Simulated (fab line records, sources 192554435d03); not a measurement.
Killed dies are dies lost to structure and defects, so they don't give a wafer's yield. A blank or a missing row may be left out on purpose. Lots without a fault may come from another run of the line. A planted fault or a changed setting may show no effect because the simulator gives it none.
fab line records | flow n5_finfet
record lots=6 wafers=16 last_day=18
route steps=1938 shown BEOL_M5@1141 PASSIVATION@1936
lots that met no fault: from a run of the same line without faults
start_h: hours from the record's first day to the start of the lot's first wafer shown | wait_h: hours since the lot's step before | " the same as in the row above | L1.1+2: a row that stands for several wafers | - no value, or no start given | * or withheld: withheld | < > ~ a bound
route shown NAME@n: a module of which the file shows steps, and the number in the route of the first | usual: mean/standard deviation of fault-free wafers | same: alike in all rows | chamber/n: place in a boat | sites: the reading at each site | _std_site: their standard deviation | _edge_site: outer sites' mean less inner sites' | radius_mm: how far each site lies from the wafer's centre | mask NAME#n: copy n | behind: the tool/chamber that last shaped the wafer | hold: why the lot was held/for how many hours/how that ended | device: the transistor (n, p or np) that didn't switch | end of line: the same wafers' tests at the end of the route | a step without rows: its recipe alone | killed: dies lost to structure and defects at the first sort, not the wafer's yield | map: a wafer's dies, x killed, . not, _ none there
set.NAME: the setting as run; set.NAME@STEP: as run at that earlier step | model.NAME: the simulator's own value behind a step, which no gauge read
lots at some steps of the route; a table a step, a row a wafer
services: from which hour (start_h, from the record's first day; less than 0 if before it) a tool's chamber was out of use, for how many hours, and why
## steps
# step N5_BEOL_M5_COAT_74
# recipe resist=underlayer temp_c=205 time_s=60 spin_rpm=1500 resist_thk_nm=5
# step N5_BEOL_M5_COAT_22
# recipe resist=CAR-EUV spin_rpm=1500 resist_thk_nm=30
# step N5_BEOL_M5_EBR_24
# recipe solvent=PGMEA ebr_width_mm=1.5
# step N5_BEOL_M5_SOFTBAKE_23
# recipe temp_c=110 time_s=60 resist=CAR-EUV
# step N5_BEOL_M5_EXPOSE_25
# recipe mask_id=V4 na=0.33 source_shape=quasar sigma_inner=0.2 sigma_outer=0.6 polarization=unpolarized defocus_nm=10 dose_mj=52.75
# step N5_BEOL_M5_PEB_26
# recipe peb_temp_c=100 peb_time_s=60 resist=CAR-EUV
# step N5_BEOL_M5_DEVELOP_27
# recipe develop_time_s=30 developer=TMAH resist=CAR-EUV rinse_liquid=surfactant_rinse dry=air_spin dev_temp_c=23
# step N5_BEOL_M5_CD_MEAS_28
# recipe target_cd_nm=30.6 landing_energy_ev=500 detector=se_inlens target_cd_y_nm=20 polarity=opening
# usual cd_nm=30.7/0.31
# columns lot.wafer tool chamber start_h wait_h cd_nm
L147.3 cd_sem-02 0 209.99 - 30.3
L147.4 " 0 " " 30.5
L147.5 " 0 " " 30.8
L150.2 cd_sem-01 0 243.61 - 31.0
L150.4 " 0 " " 30.7
L150.5 " 0 " " 30.9
L152.3 cd_sem-03 0 246.83 - 31.1
L152.4 " 0 " " 30.7
L152.6 " 0 " " 30.9
L156.2 cd_sem-03 0 279.55 - 30.3
L156.4 " 0 " " 30.2
L160.2 cd_sem-02 0 290.49 - 31.0
L160.4 " 0 " " 30.6
L165.3 cd_sem-02 0 332.89 - 30.2
L165.4 " 0 " " 30.8
L165.6 " 0 " " 30.7
# step N5_BEOL_M5_OVL_MEAS_29
# recipe points_per_wafer=522
# usual V4_OVL=-0.1/0.63
# columns lot.wafer tool chamber start_h wait_h V4_OVL[nm]
L147.3 overlay-02 0 210.03 0.0 1.2
L147.4 " 0 " " 1.8
L147.5 " 0 " " 1.3
L150.2 overlay-01 0 243.65 0.0 1.0
L150.4 " 0 " " 1.2
L150.5 " 0 " " 0.1
L152.3 overlay-01 0 246.90 0.1 -0.4
L152.4 " 0 " " -1.3
L152.6 " 0 " " -0.4
L156.2 overlay-02 0 279.59 0.0 -0.3
L156.4 " 0 " " -0.7
L160.2 overlay-01 0 290.52 0.0 -0.5
L160.4 " 0 " " -0.2
L165.3 overlay-02 0 332.93 0.0 -0.4
L165.4 " 0 " " -0.7
L165.6 " 0 " " 0.2
# step N5_BEOL_M5_INSPECT_30
# recipe mode=adi inspect_instrument=brightfield
# usual raw_defect_count=436/100
# columns lot.wafer tool chamber start_h wait_h raw_defect_count
L147.3 defect_inspect-01 - 210.08 0.0 476
L147.4 " - " " 332
L147.5 " - " " 421
L150.2 defect_inspect-01 - 243.70 0.0 372
L150.4 " - " " 345
L150.5 " - " " 412
L152.3 defect_inspect-02 - 246.95 0.0 440
L152.4 " - " " 451
L152.6 " - " " 576
L156.2 defect_inspect-02 - 279.64 0.0 658
L156.4 " - " " 566
L160.2 defect_inspect-02 - 290.58 0.0 476
L160.4 " - " " 353
L165.3 defect_inspect-01 - 332.97 0.0 396
L165.4 " - " " 300
L165.6 " - " " 314
# step N5_BEOL_M5_DESCUM_33
# recipe chemistry=O2 time_s=7 source_power_w=50 bias_power_w=20 pressure_mtorr=20 rf_frequency_hz=2.712e+07 temp_c=40 resist=CAR-EUV o2_flow_sccm=225
# usual drypump_motor_current_A=5.8/0.54 oes_product_au=0.76/0.073 rf_vpp_V=243.1/1.4 showerhead_plenum_p_Torr=2.09/0.069 throttle_valve_pct=20.56/0.28
# columns lot.wafer tool chamber start_h wait_h drypump_motor_current_A oes_product_au rf_hours_counter_h rf_vpp_V showerhead_plenum_p_Torr throttle_valve_pct
L147.3 rie_diel-01 3 210.11 0.0 6.2 0.74 176 243.0 2.18 20.26
L147.4 " 2 " " 5.7 0.75 172 245.1 2.15 20.49
L147.5 " 0 " " 6.1 0.94 - 242.4 2.06 19.95
L150.2 rie_diel-03 3 244.26 0.6 6.3 0.81 81 243.0 2.04 20.44
L150.4 " 2 " " 4.7 0.75 165 245.0 2.18 20.91
L150.5 " 1 " " 6.1 0.71 - 243.6 2.17 20.73
L152.3 rie_diel-03 1 246.98 0.0 6.1 0.72 213 243.9 2.17 20.72
L152.4 " 2 " " 4.7 0.74 166 245.3 2.18 20.89
L152.6 " 0 " " 5.0 0.71 - 242.1 2.09 20.88
L156.2 rie_diel-01 2 280.26 0.6 5.7 0.73 196 245.7 2.15 20.53
L156.4 " 1 " " 6.3 0.70 219 241.8 1.97 20.60
L160.2 rie_diel-03 0 290.61 0.0 5.0 0.71 188 244.2 2.09 20.87
L160.4 " 3 " " 6.4 0.80 96 242.3 2.03 20.46
L165.3 rie_diel-04 2 333.01 0.0 5.2 0.87 43 241.8 2.04 20.28
L165.4 " 3 " " 6.0 0.72 - 243.5 2.05 20.54
L165.6 " 2 " " 5.2 0.87 - 242.8 2.04 20.27
# step N5_BEOL_M5_ETCH_75
# recipe chemistry=N2/H2 target=underlayer target_depth_a=65 mask_material=CAR-EUV time_s=5.2 ion_energy_ev=200 pressure_mtorr=30 source_w=840 bias_w=150 n2_flow_sccm=200 h2_flow_sccm=200 ends=cleared
# usual drypump_motor_current_A=5.8/0.55 etch_rf_on_time_s=5.22/0.15 oes_product_au=0.64/0.063 rf_vpp_V=523.7/2.7 showerhead_plenum_p_Torr=2.55/0.076 throttle_valve_pct=18.02/0.3
# columns lot.wafer tool chamber start_h wait_h drypump_motor_current_A etch_rf_on_time_s oes_product_au rf_hours_counter_h rf_vpp_V showerhead_plenum_p_Torr throttle_valve_pct
L147.3 rie_diel-01 3 210.14 0.0 6.2 4.98 0.64 176 527.0 2.65 17.80
L147.4 " 2 " " 5.7 5.26 0.64 172 526.3 2.64 18.03
L147.5 " 0 " " 6.2 5.27 0.77 - 522.0 2.51 17.35
L150.2 rie_diel-03 3 244.30 0.0 6.4 4.94 0.73 81 523.1 2.46 17.73
L150.4 " 2 " " 4.7 5.37 0.63 165 526.9 2.64 18.19
L150.5 " 1 " " 6.1 5.41 0.61 - 525.5 2.63 18.06
L152.3 rie_diel-03 1 247.02 0.0 6.1 5.37 0.60 213 526.8 2.63 18.07
L152.4 " 2 " " 4.7 5.38 0.63 166 527.6 2.64 18.16
L152.6 " 0 " " 5.0 5.16 0.61 - 522.9 2.55 18.29
L156.2 rie_diel-01 2 280.30 0.0 5.7 5.32 0.62 196 525.0 2.63 18.06
L156.4 " 1 " " 6.2 5.28 0.59 219 519.9 2.43 18.23
L160.2 rie_diel-03 0 290.65 0.0 5.0 5.22 0.60 188 522.5 2.54 18.30
L160.4 " 3 " " 6.4 4.98 0.71 96 520.0 2.46 17.74
L165.3 rie_diel-04 2 333.04 0.0 5.2 5.10 0.73 43 523.3 2.50 17.80
L165.4 " 3 " " 6.0 5.19 0.61 - 524.2 2.52 18.13
L165.6 " 2 " " 5.3 5.05 0.74 - 522.1 2.50 17.78
# step N5_BEOL_M5_ETCH_67
# recipe chemistry=CF4 target=SiARC target_depth_a=156 mask_material=CAR-EUV time_s=26 ion_energy_ev=80 pressure_mtorr=40 source_w=545 bias_w=36 Ar_flow_sccm=100 cf4_flow_sccm=100 ends=cleared
# usual drypump_motor_current_A=5.8/0.55 etch_rf_on_time_s=26.1/0.75 mfc_ar_sccm=100.03/0.29 oes_product_au=0.64/0.063 rf_vpp_V=184.0/1.1 showerhead_plenum_p_Torr=2.14/0.063 throttle_valve_pct=15.72/0.26
# columns lot.wafer tool chamber start_h wait_h drypump_motor_current_A etch_rf_on_time_s mfc_ar_sccm oes_product_au rf_hours_counter_h rf_vpp_V showerhead_plenum_p_Torr throttle_valve_pct
L147.3 rie_diel-01 3 210.16 0.0 6.2 24.6 100.04 0.65 176 186.2 2.22 15.45
L147.4 " 2 " " 5.6 26.2 99.84 0.65 172 183.5 2.22 15.80
L147.5 " 0 " " 6.1 26.5 99.66 0.79 - 182.9 2.10 15.11
L150.2 rie_diel-03 3 244.31 0.0 6.3 25.0 99.71 0.72 81 184.1 2.08 15.47
L150.4 " 2 " " 4.7 27.1 99.81 0.62 165 186.1 2.22 16.02
L150.5 " 1 " " 6.1 26.9 99.75 0.60 - 185.7 2.20 15.80
L152.3 rie_diel-03 1 247.03 0.0 6.1 37.4 99.73 0.51 213 183.7 2.20 15.82
L152.4 " 2 " " 4.7 27.0 100.40 0.63 166 185.8 2.22 16.01
L152.6 " 0 " " 5.0 26.1 99.74 0.62 - 183.9 2.13 15.90
L156.2 rie_diel-01 2 280.32 0.0 5.7 26.4 100.12 0.63 196 183.2 2.21 15.83
L156.4 " 1 " " 6.3 26.0 99.79 0.59 219 182.7 2.04 15.91
L160.2 rie_diel-03 0 290.66 0.0 5.0 35.8 100.38 0.51 188 182.8 2.13 15.92
L160.4 " 3 " " 6.4 24.8 100.39 0.71 96 183.3 2.07 15.49
L165.3 rie_diel-04 2 333.06 0.0 5.2 25.2 99.90 0.75 43 183.6 2.10 15.45
L165.4 " 3 " " 5.9 26.0 99.73 0.60 - 183.6 2.11 15.83
L165.6 " 2 " " 5.3 25.3 99.92 0.75 - 182.6 2.10 15.45
# step N5_BEOL_M5_ETCH_68
# recipe chemistry=N2/H2 target=SOC target_depth_a=800 overetch_a=160 mask_material=SiARC temp_c=40 time_s=120 ion_energy_ev=200 pressure_mtorr=30 source_w=840 bias_w=150 n2_flow_sccm=200 h2_flow_sccm=200
# usual drypump_motor_current_A=5.8/0.55 oes_product_au=0.58/0.052 rf_vpp_V=523.8/2.4 showerhead_plenum_p_Torr=2.55/0.076 throttle_valve_pct=18.0/0.3
# columns lot.wafer tool chamber start_h wait_h drypump_motor_current_A oes_product_au rf_hours_counter_h rf_vpp_V showerhead_plenum_p_Torr throttle_valve_pct
L147.3 rie_diel-01 3 210.19 0.0 6.2 0.57 176 526.6 2.65 17.7
L147.4 " 2 " " 5.7 0.58 172 525.9 2.64 18.0
L147.5 " 0 " " 6.1 0.70 - 522.1 2.51 17.3
L150.2 rie_diel-03 3 244.34 0.0 6.4 0.63 81 521.1 2.46 17.7
L150.4 " 2 " " 4.7 0.58 165 526.5 2.64 18.2
L150.5 " 1 " " 6.1 0.56 - 527.2 2.63 18.0
L152.3 rie_diel-03 1 247.06 0.0 6.1 0.55 213 526.3 2.63 18.0
L152.4 " 2 " " 4.7 0.57 166 527.5 2.64 18.1
L152.6 " 0 " " 5.0 0.55 - 523.6 2.55 18.2
L156.2 rie_diel-01 2 280.34 0.0 5.7 0.57 196 525.3 2.63 18.0
L156.4 " 1 " " 6.2 0.53 219 518.4 2.43 18.2
L160.2 rie_diel-03 0 290.69 0.0 5.0 0.55 188 522.8 2.54 18.3
L160.4 " 3 " " 6.4 0.63 96 520.6 2.46 17.7
L165.3 rie_diel-04 2 333.09 0.0 5.2 0.65 43 521.3 2.50 17.7
L165.4 " 3 " " 5.9 0.54 - 523.5 2.52 18.1
L165.6 " 2 " " 5.2 0.65 - 520.7 2.50 17.7
# step N5_PASSIVATION_PROBE_49
# usual defect_limited_yield=91.6/1.4 killed_at_M0_to_M3=33/10 killed_at_M4_up=13/5.3 killed_at_contacts=13/5.9 killed_at_front_end=36/12 killed_at_other=4/3.1 killed_dies=99/16 killed_open=65/13 killed_short=32/7.3 sort_bin_5_function=4.9/0.9 sort_bin_6_memory=3.1/0.66 sort_n_pass=1081/17 sort_yield_pct=91.6/1.4
# same gross_dies=1180 killed_at_back_side=0 sort_bin_4_leakage[%]=0 sort_bin_8_speed[%]=0
# columns lot.wafer tool chamber start_h wait_h defect_limited_yield[%] killed_at_M0_to_M3 killed_at_M4_up killed_at_contacts killed_at_front_end killed_at_other killed_dies killed_open killed_short sort_bin_5_function[%] sort_bin_6_memory[%] sort_n_pass sort_yield_pct[%]
L147.3 prober-01 - 317.50 0.1 90.8 50 15 21 19 4 109 69 40 5.0 3.9 1071 90.8
L147.4 prober-01 - 317.55 0.2 91.5 44 10 22 22 2 100 65 34 4.4 3.7 1080 91.5
L147.5 prober-01 - 317.60 0.2 89.3 60 17 18 30 1 126 80 45 5.8 4.2 1054 89.3
L156.2 prober-02 - 379.44 0.1 91.0 37 15 10 43 1 106 75 30 5.7 3.1 1074 91.0
# killed by level:class
L147.3 MOL_CONTACT_COAG:geometric_particle:open=18 BEOL_M0_SAQP:geometric_particle:open=16 BEOL_M0_SAQP:geometric_particle:short=10 BEOL_M1:geometric_particle:short=8 BEOL_M1:geometric_particle:open=8 BEOL_M4:geometric_particle:open=8 FIN_SAQP:geometric_particle:short=5 BEOL_M2:geometric_particle:open=5
L147.4 MOL_CONTACT_COAG:geometric_particle:open=16 BEOL_M0_SAQP:geometric_particle:open=12 BEOL_M0_SAQP:geometric_particle:short=10 BEOL_M1:geometric_particle:open=8 BEOL_M2:geometric_particle:open=6 MOL_CONTACT_COAG:geometric_particle:short=6 GATE_CUT:geometric_particle:short=4 BEOL_M4:geometric_particle:open=4
L147.5 BEOL_M0_SAQP:geometric_particle:open=27 BEOL_M0_SAQP:geometric_particle:short=16 MOL_CONTACT_COAG:geometric_particle:open=13 FIN_SAQP:geometric_particle:short=7 BEOL_M2:geometric_particle:open=6 MOL_CONTACT_COAG:geometric_particle:short=5 BEOL_M4:geometric_particle:open=5 GATE_CUT:geometric_particle:short=4
L156.2 STI_FIN_REVEAL:geometric_particle:open=20 BEOL_M0_SAQP:geometric_particle:open=11 MOL_CONTACT_COAG:geometric_particle:open=9 FIN_SAQP:geometric_particle:open=8 BEOL_M1:geometric_particle:open=7 BEOL_M0_SAQP:geometric_particle:short=6 BEOL_M3:geometric_particle:open=6 STI_FIN_REVEAL:geometric_particle:short=5
## services
# columns tool chamber start_h hours kind
rie_diel-04 2 200.78 4.9 repair
rie_diel-04 0 210.17 13.3 repair
rie_diel-01 3 288.09 4.2 repair
rie_diel-04 0 309.05 - clean
rie_diel-04 0 309.05 - consumable_replace:focus_ring
rie_diel-04 0 309.05 30.9 scheduled_down
rie_diel-04 0 309.05 30.9 vent_cycle
## key
first_sign step=N5_BEOL_M5_ETCH_67 reading=etch_rf_on_time_s direction=up sigmas=14 usual=* struck=*
effect none on later readings
met_at N5_BEOL_M5_ETCH_67
struck_wafers L152.3,L160.2
onset_between 244.31 247.03
fault kind=process_parameter_drift tool=rie_diel-03 chamber=- onset_h=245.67 steps=N5_BEOL_M5_ETCH_67 channel=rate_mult offset=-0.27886 shape=step end_h=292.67 scope=struck_wafers_only
